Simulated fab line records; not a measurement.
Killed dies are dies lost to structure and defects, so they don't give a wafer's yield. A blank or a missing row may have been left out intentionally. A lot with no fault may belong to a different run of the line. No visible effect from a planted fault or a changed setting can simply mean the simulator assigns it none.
Split-lot experiment :: flow n5 finfet :: 39 wafers read from 7 lots, route of 1938 steps

## ABOUT THE SPLIT
At N5_BEOL_M3_ETCH_41 (etches SiCN in CH3F/O2, target depth 29.9 nm, time 52.5 s), the setting target depth a was moved away from the recipe's 299 angstrom on 15 of the 39 wafers read, by -47.7% to +56.7%. This setting was run at the recipe's value on the other wafers.

Reading taken at the split's own step.

## THE READING
etch.depth nm (the simulator's own value, which no gauge read), in nm, at N5_BEOL_M3_ETCH_41 (etches SiCN in CH3F/O2, target depth 29.9 nm, time 52.5 s). The file gives no usual value for it. Average 19.68 nm, standard deviation 0.34 nm, over the 24 wafers here run with the recipe.

wafer: L074.1
tool, chamber at the split: rie diel-06, 2
target depth a as run, angstrom: 468.5
against the recipe: +56.7%
etch.depth nm, nm: 30.54
against lot-mates on the recipe: +10.94

wafer: L074.2
tool, chamber at the split: rie diel-06, 0
target depth a as run, angstrom: 299
against the recipe: recipe
etch.depth nm, nm: 19.41
against lot-mates on the recipe: -

wafer: L074.3
tool, chamber at the split: rie diel-06, 1
target depth a as run, angstrom: 299
against the recipe: recipe
etch.depth nm, nm: 19.89
against lot-mates on the recipe: -

wafer: L074.4
tool, chamber at the split: rie diel-06, 1
target depth a as run, angstrom: 468.5
against the recipe: +56.7%
etch.depth nm, nm: 31.54
against lot-mates on the recipe: +11.94

wafer: L074.5
tool, chamber at the split: rie diel-06, 2
target depth a as run, angstrom: 299
against the recipe: recipe
etch.depth nm, nm: 19.51
against lot-mates on the recipe: -

wafer: L074.6
tool, chamber at the split: rie diel-06, 0
target depth a as run, angstrom: 468.5
against the recipe: +56.7%
etch.depth nm, nm: 30.41
against lot-mates on the recipe: +10.81

wafer: L075.2
tool, chamber at the split: rie diel-04, 0
target depth a as run, angstrom: 299
against the recipe: recipe
etch.depth nm, nm: 20.3
against lot-mates on the recipe: -

wafer: L075.3
tool, chamber at the split: rie diel-04, 1
target depth a as run, angstrom: 299
against the recipe: recipe
etch.depth nm, nm: 19.63
against lot-mates on the recipe: -

wafer: L075.6
tool, chamber at the split: rie diel-04, 1
target depth a as run, angstrom: 299
against the recipe: recipe
etch.depth nm, nm: 19.76
against lot-mates on the recipe: -

wafer: L078.1
tool, chamber at the split: rie diel-02, 3
target depth a as run, angstrom: 299
against the recipe: recipe
etch.depth nm, nm: 19.56
against lot-mates on the recipe: -

wafer: L078.2
tool, chamber at the split: rie diel-02, 2
target depth a as run, angstrom: 299
against the recipe: recipe
etch.depth nm, nm: 20.08
against lot-mates on the recipe: -

wafer: L078.3
tool, chamber at the split: rie diel-02, 1
target depth a as run, angstrom: 299
against the recipe: recipe
etch.depth nm, nm: 19.73
against lot-mates on the recipe: -

wafer: L078.4
tool, chamber at the split: rie diel-02, 0
target depth a as run, angstrom: 299
against the recipe: recipe
etch.depth nm, nm: 19.19
against lot-mates on the recipe: -

wafer: L078.5
tool, chamber at the split: rie diel-02, 3
target depth a as run, angstrom: 299
against the recipe: recipe
etch.depth nm, nm: 19.47
against lot-mates on the recipe: -

wafer: L078.6
tool, chamber at the split: rie diel-02, 2
target depth a as run, angstrom: 299
against the recipe: recipe
etch.depth nm, nm: 20.05
against lot-mates on the recipe: -

wafer: L079.1
tool, chamber at the split: rie diel-02, 3
target depth a as run, angstrom: 299
against the recipe: recipe
etch.depth nm, nm: 19.38
against lot-mates on the recipe: -

wafer: L079.2
tool, chamber at the split: rie diel-02, 0
target depth a as run, angstrom: 156.4
against the recipe: -47.7%
etch.depth nm, nm: 10.07
against lot-mates on the recipe: -9.55

wafer: L079.3
tool, chamber at the split: rie diel-02, 2
target depth a as run, angstrom: 156.4
against the recipe: -47.7%
etch.depth nm, nm: 10.53
against lot-mates on the recipe: -9.09

wafer: L079.4
tool, chamber at the split: rie diel-02, 1
target depth a as run, angstrom: 299
against the recipe: recipe
etch.depth nm, nm: 20
against lot-mates on the recipe: -

wafer: L079.5
tool, chamber at the split: rie diel-02, 0
target depth a as run, angstrom: 156.4
against the recipe: -47.7%
etch.depth nm, nm: 10.17
against lot-mates on the recipe: -9.45

wafer: L079.6
tool, chamber at the split: rie diel-02, 3
target depth a as run, angstrom: 299
against the recipe: recipe
etch.depth nm, nm: 19.49
against lot-mates on the recipe: -

wafer: L083.1
tool, chamber at the split: rie diel-02, 2
target depth a as run, angstrom: 299
against the recipe: recipe
etch.depth nm, nm: 20.17
against lot-mates on the recipe: -

wafer: L083.2
tool, chamber at the split: rie diel-02, 0
target depth a as run, angstrom: 166.1
against the recipe: -44.4%
etch.depth nm, nm: 10.68
against lot-mates on the recipe: -9.00

wafer: L083.3
tool, chamber at the split: rie diel-02, 1
target depth a as run, angstrom: 166.1
against the recipe: -44.4%
etch.depth nm, nm: 10.95
against lot-mates on the recipe: -8.73

wafer: L083.4
tool, chamber at the split: rie diel-02, 3
target depth a as run, angstrom: 299
against the recipe: recipe
etch.depth nm, nm: 19.18
against lot-mates on the recipe: -

wafer: L083.5
tool, chamber at the split: rie diel-02, 1
target depth a as run, angstrom: 299
against the recipe: recipe
etch.depth nm, nm: 19.7
against lot-mates on the recipe: -

wafer: L083.6
tool, chamber at the split: rie diel-02, 2
target depth a as run, angstrom: 166.1
against the recipe: -44.4%
etch.depth nm, nm: 11.18
against lot-mates on the recipe: -8.50

wafer: L092.1
tool, chamber at the split: rie diel-02, 2
target depth a as run, angstrom: 299
against the recipe: recipe
etch.depth nm, nm: 20.25
against lot-mates on the recipe: -

wafer: L092.2
tool, chamber at the split: rie diel-02, 0
target depth a as run, angstrom: 416.4
against the recipe: +39.3%
etch.depth nm, nm: 26.73
against lot-mates on the recipe: +7.00

wafer: L092.3
tool, chamber at the split: rie diel-02, 1
target depth a as run, angstrom: 416.4
against the recipe: +39.3%
etch.depth nm, nm: 27.58
against lot-mates on the recipe: +7.85

wafer: L092.4
tool, chamber at the split: rie diel-02, 3
target depth a as run, angstrom: 416.4
against the recipe: +39.3%
etch.depth nm, nm: 27.09
against lot-mates on the recipe: +7.36

wafer: L092.5
tool, chamber at the split: rie diel-02, 0
target depth a as run, angstrom: 299
against the recipe: recipe
etch.depth nm, nm: 19.2
against lot-mates on the recipe: -

wafer: L092.6
tool, chamber at the split: rie diel-02, 1
target depth a as run, angstrom: 299
against the recipe: recipe
etch.depth nm, nm: 19.74
against lot-mates on the recipe: -

wafer: L097.1
tool, chamber at the split: rie diel-02, 0
target depth a as run, angstrom: 299
against the recipe: recipe
etch.depth nm, nm: 19.19
against lot-mates on the recipe: -

wafer: L097.2
tool, chamber at the split: rie diel-02, 3
target depth a as run, angstrom: 299
against the recipe: recipe
etch.depth nm, nm: 19.6
against lot-mates on the recipe: -

wafer: L097.3
tool, chamber at the split: rie diel-02, 1
target depth a as run, angstrom: 189.4
against the recipe: -36.7%
etch.depth nm, nm: 12.51
against lot-mates on the recipe: -7.06

wafer: L097.4
tool, chamber at the split: rie diel-02, 2
target depth a as run, angstrom: 189.4
against the recipe: -36.7%
etch.depth nm, nm: 12.61
against lot-mates on the recipe: -6.96

wafer: L097.5
tool, chamber at the split: rie diel-02, 0
target depth a as run, angstrom: 189.4
against the recipe: -36.7%
etch.depth nm, nm: 12.12
against lot-mates on the recipe: -7.45

wafer: L097.6
tool, chamber at the split: rie diel-02, 1
target depth a as run, angstrom: 299
against the recipe: recipe
etch.depth nm, nm: 19.93
against lot-mates on the recipe: -

THE FIT
A straight line over all 39 wafers: etch.depth nm changes by +0.196 nm for each +1% of target depth a; r = +1.00; the points scatter about the line by 0.35 nm.
The same after taking each lot's own level away (the mean of its wafers on the recipe; 39 wafers): +0.196 nm for each +1%; r = +1.00; scatter 0.34 nm.
According to that fit, moving target depth a by its largest amount changes the reading by 11 nm.
From 19.573 to 19.897 nm: that is the span of the lots' own levels, equal to 1.0 times the standard deviation above.
The two slopes agree, so the slope changes little with the lot-to-lot level.
Check: with one of the wafers moved furthest among these (+56.7%) left out of the fit, the line predicts +11.1 nm for it against its lot-mates. It came out at +10.9 nm against them.

## THE FILE'S OWN FIT
etch.depth nm changes by +0.196 nm for each +1% of target depth a, r = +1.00.
